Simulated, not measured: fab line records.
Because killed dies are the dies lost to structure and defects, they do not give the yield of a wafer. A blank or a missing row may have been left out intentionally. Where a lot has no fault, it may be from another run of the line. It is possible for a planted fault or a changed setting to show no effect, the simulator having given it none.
Chamber matching + flow n5Finfet + 4 sister chambers for N5_BEOL_M0_SAQP_SPACER2_ETCHBACK_27 on rieDiel-02
The step etches SiO2 in CHF3/O2, target depth 22.5 nm, time 11.25 s. 4 wafers are shown with their chamber, then 7 later ones without.

WAFERS, EACH WITH ITS CHAMBER
| wafer  | chamber | rfVppV (V) |
|--------|---------|------------|
| L083.2 | 2       | 548        |
| L085.2 | 1       | 526        |
| L087.1 | 3       | 518        |
| L087.2 | 0       | 519        |

WAFERS WITH NO CHAMBER GIVEN
| wafer  | rfVppV (V) |
|--------|------------|
| L087.5 | 526        |
| L092.2 | 526        |
| L092.4 | 519        |
| L092.5 | 547        |
| L095.1 | 546        |
| L095.3 | 525        |
| L095.6 | 526        |

CHAMBER TAKEN BY EACH
| wafer  | from the rows above     | in truth |
|--------|-------------------------|----------|
| L087.5 | 1                       | 1        |
| L092.2 | 1                       | 1        |
| L092.4 | can't be placed: 0 or 3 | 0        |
| L092.5 | 2                       | 2        |
| L095.1 | 2                       | 2        |
| L095.3 | 1                       | 1        |
| L095.6 | 1                       | 1        |
6 of 7 placed correctly. Cannot be placed on the basis of these rows: 1; the candidates contain the true chamber in 1. Wrongly placed: 0.
How it was worked out, from the rows above alone: a wafer's distance from a chamber is the root of the sum, over the readings, of the square of ((its reading less the chamber's mean) divided by the reading's scatter). If the next closest chamber is less than 2 further off than the closest, the wafer can't be placed; otherwise it belongs to the closest. A chamber's mean is the mean of its shown wafers. The scatter: root of mean squared gap, hidden wafer to nearest shown wafer, with one shown wafer a chamber.
